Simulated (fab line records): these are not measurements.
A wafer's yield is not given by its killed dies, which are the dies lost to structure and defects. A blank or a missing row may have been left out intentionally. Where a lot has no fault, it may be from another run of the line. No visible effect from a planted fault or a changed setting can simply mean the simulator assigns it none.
Chamber matching | flow n5-finfet | 4 sister chambers for N5_BEOL_M4_STRIP_66 on rie-diel-06
The step strips in CF4. 8 wafers are shown with their chamber, then 9 later ones without.

WAFERS PAIRED WITH THEIR CHAMBERS
wafer  | chamber | showerhead-plenum-p-Torr (Torr) | drypump-motor-current-A (A)
L075.6 | 2       | 1.79                            | 6.8
L079.2 | 0       | 1.80                            | 5.7
L079.6 | 2       | 1.79                            | 6.9
L081.1 | 1       | 1.74                            | 5.7
L081.5 | 3       | 1.81                            | 5.4
L086.1 | 3       | 1.80                            | 5.4
L086.3 | 0       | 1.80                            | 5.8
L086.4 | 1       | 1.74                            | 5.8

WAFERS WITHOUT THEIR CHAMBER
wafer  | showerhead-plenum-p-Torr (Torr) | drypump-motor-current-A (A)
L089.1 | 1.79                            | 5.8
L089.4 | 1.79                            | 5.7
L089.6 | 1.80                            | 5.4
L092.1 | 1.78                            | 6.8
L092.4 | 1.80                            | 5.4
L092.5 | 1.78                            | 6.8
L097.2 | 1.73                            | 5.8
L097.4 | 1.79                            | 5.7
L097.6 | 1.80                            | 5.5

CHAMBER TAKEN BY EACH
wafer  | from the rows above     | in truth
L089.1 | 0                       | 0
L089.4 | 0                       | 0
L089.6 | 3                       | 3
L092.1 | 2                       | 2
L092.4 | 3                       | 3
L092.5 | 2                       | 2
L097.2 | 1                       | 1
L097.4 | 0                       | 0
L097.6 | can't be placed: 3 or 0 | 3
Placed correctly: 8 of 9. From these rows, 1 cannot be placed; in 1 the true chamber is one of the candidates. Placed wrongly: 0.
How it was worked out, from the rows above alone: a wafer's distance from a chamber is the root of the sum, over the readings, of the square of ((its reading less the chamber's mean) divided by the reading's scatter). The wafer belongs to the nearest chamber; if the next one is less than 2 further off, it can't be placed. The mean given for a chamber averages the wafers shown for that chamber. How the scatter is found: for the shown wafers, subtract from each reading the mean of its chamber, square and add these, divide the total by (wafers less chambers), then take the root.
